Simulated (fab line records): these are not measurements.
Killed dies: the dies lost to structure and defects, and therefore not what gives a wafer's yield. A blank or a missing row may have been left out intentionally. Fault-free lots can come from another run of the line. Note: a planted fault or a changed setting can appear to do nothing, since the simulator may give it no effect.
Which tool is to blame? -- flow nand_harc -- 72 wafers from 24 lots sampled at 3 of the route's 1302 steps

## WHAT THE GAUGES READ, wafer by wafer
NHARC_A_CONTACT_OVL_MEAS_43.
lot,measured,on,overlay_x_nm (nm),overlay_y_nm (nm)
L074,day 21 08:21,overlay-01,1.5 1.5 0.9,0.0 0.1 -0.3
L076,day 22 02:49,overlay-02,-0.7 -1.3 -0.4,-0.9 -0.8 -1.0
L077,day 22 05:14,overlay-01,-0.5 -0.3 -0.3,-0.8 -1.0 -0.7
L078,day 22 16:24,overlay-01,0.3 0.5 0.4,1.5 1.5 1.6
L079,day 23 08:29,overlay-01,-1.1 -0.6 -0.7,0.0 0.5 0.3
L075,day 24 09:57,overlay-02,0.2 0.0 0.2,1.0 0.7 0.7
L081,day 24 08:28,overlay-02,0.0 -0.6 0.1,1.0 0.7 0.2
L082,day 24 20:28,overlay-02,-0.6 -0.2 -0.5,0.3 0.6 -0.1
L080,day 24 18:32,overlay-01,-0.7 -0.6 0.3,1.4 1.3 1.3
L083,day 25 07:07,overlay-01,1.0 1.2 1.1,-0.4 -0.4 -0.8
L084,day 25 07:16,overlay-01,-1.9 -1.8 -1.5,-1.7 -1.1 -1.0
L085,day 26 05:29,overlay-01,0.6 0.2 0.4,-0.2 -1.5 -0.2
L086,day 26 13:32,overlay-02,-0.5 -0.3 -0.7,-0.1 -0.4 0.2
L087,day 27 04:02,overlay-01,-0.3 0.2 -0.1,0.0 -0.5 -0.6
L089,day 27 12:43,overlay-01,-0.1 0.1 -0.2,1.1 1.2 1.0
L090,day 27 13:37,overlay-02,0.6 0.4 0.6,-1.6 -1.7 -1.2
L088,day 27 18:55,overlay-02,0.4 1.0 0.3,-0.2 0.2 -0.3
L092,day 28 01:05,overlay-02,0.7 0.7 0.4,0.6 0.3 -0.1
L091,day 28 03:59,overlay-01,-0.1 0.2 -0.2,-0.6 -0.4 -1.2
L093,day 29 03:04,overlay-01,-0.7 -0.7 -0.9,-0.8 -0.6 -0.9
L095,day 30 08:53,overlay-01,0.2 0.2 0.2,0.1 0.2 -0.1
L094,day 30 13:32,overlay-02,0.5 -0.1 -0.2,-0.4 0.3 -0.1
L096,day 30 10:46,overlay-02,0.8 0.8 0.8,-0.9 -0.2 -0.2
L097,day 30 19:31,overlay-01,-0.3 -0.5 -0.1,0.4 1.2 1.2

## TOOL THAT RAN EACH LOT (tool first, then ch and the chambers of the sampled wafers, then the start)
lot,NHARC_A_WL_FILL_ALD_00,NHARC_A_WL_FILL_STRIP_27
L074,"ald_hk-04 ch 1,2, day 20 06:31","plasma_asher-01 ch 0,1, day 20 08:12"
L076,"ald_hk-04 ch 0,1, day 21 02:51","plasma_asher-02 ch 0,1, day 21 04:30"
L077,"ald_hk-04 ch 0,1,2, day 21 03:02","plasma_asher-01 ch 0,1, day 21 04:41"
L078,"ald_hk-03 ch 0,2, day 21 16:16","plasma_asher-01 ch 0,1, day 21 17:58"
L079,"ald_hk-03 ch 2,3, day 22 06:12","plasma_asher-01 ch 0,1, day 22 07:55"
L075,"ald_hk-03 ch 0,1,2, day 23 08:29","plasma_asher-01 ch 0,1, day 23 10:09"
L081,"ald_hk-04 ch 2,3, day 23 08:29","plasma_asher-02 ch 1, day 23 10:19"
L082,"ald_hk-01 ch 0,2,3, day 23 18:07","plasma_asher-02 ch 0,1, day 23 19:52"
L080,"ald_hk-01 ch 1,3, day 23 18:17","plasma_asher-01 ch 0,1, day 23 20:11"
L083,"ald_hk-04 ch 0,2, day 24 03:52","plasma_asher-02 ch 0,1, day 24 05:32"
L084,"ald_hk-04 ch 0,2,3, day 24 06:33","plasma_asher-01 ch 0,1, day 24 08:13"
L085,"ald_hk-01 ch 1,3, day 25 03:39","plasma_asher-02 ch 0, day 25 05:23"
L086,"ald_hk-04 ch 0,2,3, day 25 10:49","plasma_asher-02 ch 0,1, day 25 12:33"
L087,"ald_hk-04 ch 0,1, day 26 02:01","plasma_asher-01 ch 0,1, day 26 04:04"
L089,"ald_hk-04 ch 1,2,3, day 26 09:27","plasma_asher-01 ch 0,1, day 26 11:28"
L090,"ald_hk-03 ch 2,3, day 26 14:43","plasma_asher-02 ch 0, day 26 16:23"
L088,"ald_hk-01 ch 1,2,3, day 26 14:50","plasma_asher-01 ch 0,1, day 26 16:36"
L092,"ald_hk-01 ch 0,2,3, day 26 22:42","plasma_asher-02 ch 0,1, day 27 00:23"
L091,"ald_hk-01 ch 0,1,3, day 26 22:54","plasma_asher-01 ch 0,1, day 27 00:34"
L093,"ald_hk-04 ch 1,2, day 27 22:47","plasma_asher-01 ch 0,1, day 28 00:31"
L095,"ald_hk-04 ch 0,1,3, day 29 05:27","plasma_asher-02 ch 0,1, day 29 07:07"
L094,"ald_hk-04 ch 0,1,3, day 29 07:19","plasma_asher-01 ch 0,1, day 29 09:05"
L096,"ald_hk-03 ch 1,2,3, day 29 10:04","plasma_asher-01 ch 0,1, day 29 11:50"
L097,"ald_hk-01 ch 1,2,3, day 29 19:59","plasma_asher-02 ch 0,1, day 29 21:35"
- NHARC_A_WL_FILL_ALD_00: deposits Al2O3, target thk 3 nm, pulse time 3 s, ald cycles 30.
- NHARC_A_WL_FILL_STRIP_27: strips in N2/H2, time 20 s.

## WHAT THE TOOLS THEMSELVES READ (means of the sampled wafers that have a number; where no wafer has one, the mark that the record gives instead)
NHARC_A_WL_FILL_ALD_00.
lot,tool,heater_power_w (W),precursor_pulse_height_rel
L074,ald_hk-04,470,1.008
L076,ald_hk-04,480,1.007
L077,ald_hk-04,474,0.987
L078,ald_hk-03,478,0.997
L079,ald_hk-03,465,1.003
L075,ald_hk-03,482,0.983
L081,ald_hk-04,422,0.991
L082,ald_hk-01,436,1.004
L080,ald_hk-01,383,1.007
L083,ald_hk-04,471,0.984
L084,ald_hk-04,441,0.994
L085,ald_hk-01,389,1.016
L086,ald_hk-04,449,1.001
L087,ald_hk-04,489,1.012
L089,ald_hk-04,455,0.995
L090,ald_hk-03,450,1.011
L088,ald_hk-01,401,0.996
L092,ald_hk-01,428,1.011
L091,ald_hk-01,422,1.016
L093,ald_hk-04,455,1.005
L095,ald_hk-04,446,1.005
L094,ald_hk-04,448,0.990
L096,ald_hk-03,470,1.003
L097,ald_hk-01,389,0.993

NHARC_A_WL_FILL_STRIP_27.
lot,tool,drypump_motor_current_A (A),heater_power_w (W)
L074,plasma_asher-01,6.0,331
L076,plasma_asher-02,5.7,346
L077,plasma_asher-01,6.0,329
L078,plasma_asher-01,5.7,350
L079,plasma_asher-01,5.9,334
L075,plasma_asher-01,6.0,318
L081,plasma_asher-02,5.9,338
L082,plasma_asher-02,5.4,340
L080,plasma_asher-01,5.9,324
L083,plasma_asher-02,5.4,348
L084,plasma_asher-01,5.7,331
L085,plasma_asher-02,5.2,345
L086,plasma_asher-02,5.4,348
L087,plasma_asher-01,5.9,321
L089,plasma_asher-01,5.9,321
L090,plasma_asher-02,5.2,359
L088,plasma_asher-01,5.7,333
L092,plasma_asher-02,5.7,350
L091,plasma_asher-01,5.7,327
L093,plasma_asher-01,5.7,328
L095,plasma_asher-02,5.7,346
L094,plasma_asher-01,5.9,324
L096,plasma_asher-01,5.7,324
L097,plasma_asher-02,5.4,349

## THE ANSWER, worked out from the rows above alone
Rule: usual is defined by the lots themselves. Put in order of their means at a reading, lots are off if they are a third of the lots or fewer, leave a main group of 4 or more, and stand apart from it by a gap of 3 or more times the standard deviation of the main group's means; of several such gaps the widest counts. The tables above print the reading to a certain number of digits; a main group whose means all agree to those digits is not used. Also off: a lot with no number at a reading for which 4 or more lots have one. Any other lot the step has rows for is counted as sound. Order of review: gauges by route order, followed by the tools' own readings, for which a lot's mean as printed above is used. The first step at which some lot is off is used, and at that step the reading that is off furthest; a lot without a number counts as furthest.
No lot is off at any reading shown: from this, nothing can be told.

## WHAT THE SIMULATOR HAD PUT IN
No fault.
